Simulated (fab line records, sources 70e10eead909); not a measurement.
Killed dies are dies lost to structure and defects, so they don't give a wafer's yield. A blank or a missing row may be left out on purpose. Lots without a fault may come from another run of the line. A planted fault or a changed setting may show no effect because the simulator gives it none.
Problem report in the 8D (eight disciplines) form, filled by code | flow nand_harc | the parts of the form that need people (team, actions taken, sign-off) are left out

1. THE PROBLEM
killed_at_array at NHARC_END_SORT_01 reads a mean of 193 on 2 wafers of 2 lots; wafers without a fault read 26 with a standard deviation of 8.6. That is +19 standard deviations from the usual mean.
First seen on wafer L410.5, day 21 13:04, on prober-02. The record holds 6 wafers of 2 lots with a number at this step. Rule for "out", or "out of limits": more than 4 standard deviations from the usual mean. The other wafers with a number count as sound.

2. WHAT IT IS AND WHAT IT IS NOT
question                    | is                           | is not
which readings at this step | killed_at_array, killed_dies | killed_at_other, killed_at_periphery, killed_open, killed_short
which lots                  | L410, L413                   | -
which wafers of those lots  | L410.5, L413.3               | L410.2, L410.6, L413.1, L413.4
read on which gauges        | prober-02                    | -
when                        | from day 21 13:04            | up to then (1 sound wafer); but 3 sound wafers of L410, L413 came after

3. SUSPECTS, AND WHAT RULES EACH OUT
Counting: a tool at a process step up to the reading stays a suspect if it ran every lot that is out. Sound lots after the first of them don't rule it out here, since some wafers of a struck lot are sound.
- the gauge at NHARC_END_SORT_01: ruled out. All the wafers that are out were read on prober-02, but those of them that NHARC_A_CONTACT_ETCH_51 has rows for are out there too, on other tools.
- rie_diel-07 at NHARC_A_CONTACT_ETCH_49 (etches the open film in N2/H2, target depth 260 nm, time 475.3 s): kept. It ran every lot that is out, first L410 (day 18 10:13). NHARC_A_CONTACT_ETCH_49 gives no start for some lots, so the hours and the order of its lots are those of NHARC_A_CONTACT_ETCH_51.
- rie_diel-07 at NHARC_A_CONTACT_ETCH_50 (etches the open film in CF4/CHF3, target depth 84.7 nm, time 42.4 s): kept. It ran every lot that is out, first L410 (day 18 10:13). NHARC_A_CONTACT_ETCH_50 gives no start for some lots, so the hours and the order of its lots are those of NHARC_A_CONTACT_ETCH_51.
- rie_diel-07 at NHARC_A_CONTACT_ETCH_51 (etches the open film in O2/COS, target depth 3600 nm, time 936 s): kept. It ran every lot that is out, first L410 (day 18 10:13). Its own readings are out on those wafers: oes_product_au.
- Within rie_diel-07 at NHARC_A_CONTACT_ETCH_50: the wafers that are out ran in chamber 2; their sound lot-mates ran in chambers 0, 1.
- Within rie_diel-07 at NHARC_A_CONTACT_ETCH_51: the wafers that are out ran in chamber 0; their sound lot-mates ran in chambers 1, 2, 3.
Left after counting: rie_diel-07 at NHARC_A_CONTACT_ETCH_49, rie_diel-07 at NHARC_A_CONTACT_ETCH_50, rie_diel-07 at NHARC_A_CONTACT_ETCH_51.

4. THE CAUSE (what the simulator had put in)
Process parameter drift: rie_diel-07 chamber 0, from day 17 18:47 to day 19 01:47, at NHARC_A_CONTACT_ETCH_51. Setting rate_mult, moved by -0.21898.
Counting left 3 suspects, and this tool is among them.

5. THE CHAIN OF EFFECTS, in route order
Each row: a reading whose mean over the struck wafers that have a number lies more than 3 standard deviations from the usual. Only readings for which the record gives a usual standard deviation are gone through. hours: the time from each lot's start at the first step in this table that gives one to its start at this step, as a median over the lots. sigmas: the change in usual standard deviations.
hours | step                    | reading         | usual      | on struck wafers | change | sigmas
0     | NHARC_A_CONTACT_ETCH_51 | oes_product_au  | 1.004 a.u. | 0.868            | -0.136 | -19
74    | NHARC_END_SORT_01       | killed_at_array | 26         | 193              | +167   | +19
74    | NHARC_END_SORT_01       | killed_dies     | 30         | 195              | +165   | +19
The process steps in it:
- NHARC_A_CONTACT_ETCH_51: etches the open film in O2/COS, target depth 3600 nm, time 936 s.

6. WHAT WOULD HAVE CAUGHT IT SOONER
In this record the first reading out of limits at a measuring or inspecting step was taken at day 21 13:04, 90 hours after the fault began at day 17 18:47.
The tool's own readings at NHARC_A_CONTACT_ETCH_51 were out on every struck wafer that the step has a row for (oes_product_au): an alarm limit on them would have fired on the first of those.
All the lots that are out (2) had begun NHARC_A_CONTACT_ETCH_51 on rie_diel-07 by day 21 13:04. A hold on the tool at that time would have spared none of them.
